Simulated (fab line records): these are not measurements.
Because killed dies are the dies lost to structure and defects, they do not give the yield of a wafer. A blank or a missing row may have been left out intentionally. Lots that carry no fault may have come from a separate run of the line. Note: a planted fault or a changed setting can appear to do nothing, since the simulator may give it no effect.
Problem report in the 8D (eight disciplines) form, filled by code	flow nand_harc	the parts of the form that need people (team, actions taken, sign-off) are left out

## 1. THE ISSUE
raw_defect_count at NHARC_A_CHANNEL_HOLE_D1_INSPECT_12 reads a mean of 1316.3 on 6 wafers of 2 lots; wafers without a fault read 5.4 with a standard deviation of 2.6. So: +99 or more standard deviations from the usual mean.
First observed at day 11 09:50: wafer L657.1, on defect_inspect-02. Wafers with a number at this step in the record: 33, from 11 lots. By rule, "out" or "out of limits" means more than 4 standard deviations away from the usual mean. The rest of the wafers with a number are treated as sound.

## 2. WHAT IT IS AND WHAT IT IS NOT
question	is	is not
which readings at this step	raw_defect_count	-
which lots	L657, L658	L647, L649, L651, L652, L659, L665, L666, L669, L670
which wafers of those lots	all that have a number	-
read on which gauges	defect_inspect-02	defect_inspect-01
when	from day 11 09:50	up to then (12 sound wafers); but 15 sound wafers of L659, L665, L666, L669, L670 came after

## 3. THE SUSPECTS, EACH WITH WHAT RULES IT OUT
Counting: a tool stays on the suspect list if, at a process step up to the reading, it processed all lots that are out and no sound lot following the first of them.
- the gauge at NHARC_A_CHANNEL_HOLE_D1_INSPECT_12 is ruled out. All the wafers that are out were read on defect_inspect-02, but those of them that NHARC_END_SORT_01 has rows for are out there too, on other tools.
- acl_dep-03 at NHARC_A_CHANNEL_HOLE_D1_DEP_00 (deposits aC, target thk 3100 nm): ruled out as a lasting fault. The sound lots L666, L670 went through it after L657, its earliest lot that is out (day 11 07:14).
Left after counting: nothing in the record.

## 4. THE CAUSE (what the simulator had put in)
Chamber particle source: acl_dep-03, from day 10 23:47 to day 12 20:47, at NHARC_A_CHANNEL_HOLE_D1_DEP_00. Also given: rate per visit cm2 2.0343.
The count ruled it out by mistake, since the rule takes a fault to strike every lot its tool runs from the start of the fault on, and this one did not do so.

## 5. THE CHAIN OF EFFECTS, in route order
Rows list readings where the struck wafers' mean (over those with a number) sits beyond 3 standard deviations from the usual. Only readings whose record carries a usual standard deviation are examined. hours: median over the lots of the time between each lot's start at the first step of this table that gives one and its start at this step. sigmas: the change, counted in usual standard deviations.
hours	step	reading	usual	on struck wafers	change	sigmas
0	NHARC_A_CHANNEL_HOLE_D1_INSPECT_12	raw_defect_count	5.4	1316.3	+1310.9	+99 or more
12	NHARC_A_CHANNEL_HOLE_D1_INSPECT_40	raw_defect_count	66	1363	+1297	+54
494	NHARC_END_SORT_01	killed_at_array	47	149	+102	+7.3
494	NHARC_END_SORT_01	killed_dies	52	152	+100	+6.7

## 6. HOW IT WOULD HAVE BEEN CAUGHT EARLIER
10 hours passed between the start of the fault at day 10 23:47 and the first reading out of limits at a measuring or inspecting step in this record, taken at day 11 09:50.
No tool reading at NHARC_A_CHANNEL_HOLE_D1_DEP_00 that has a usual standard deviation in the record was out on any struck wafer, so an alarm limit of 4 standard deviations on those readings would not have fired.
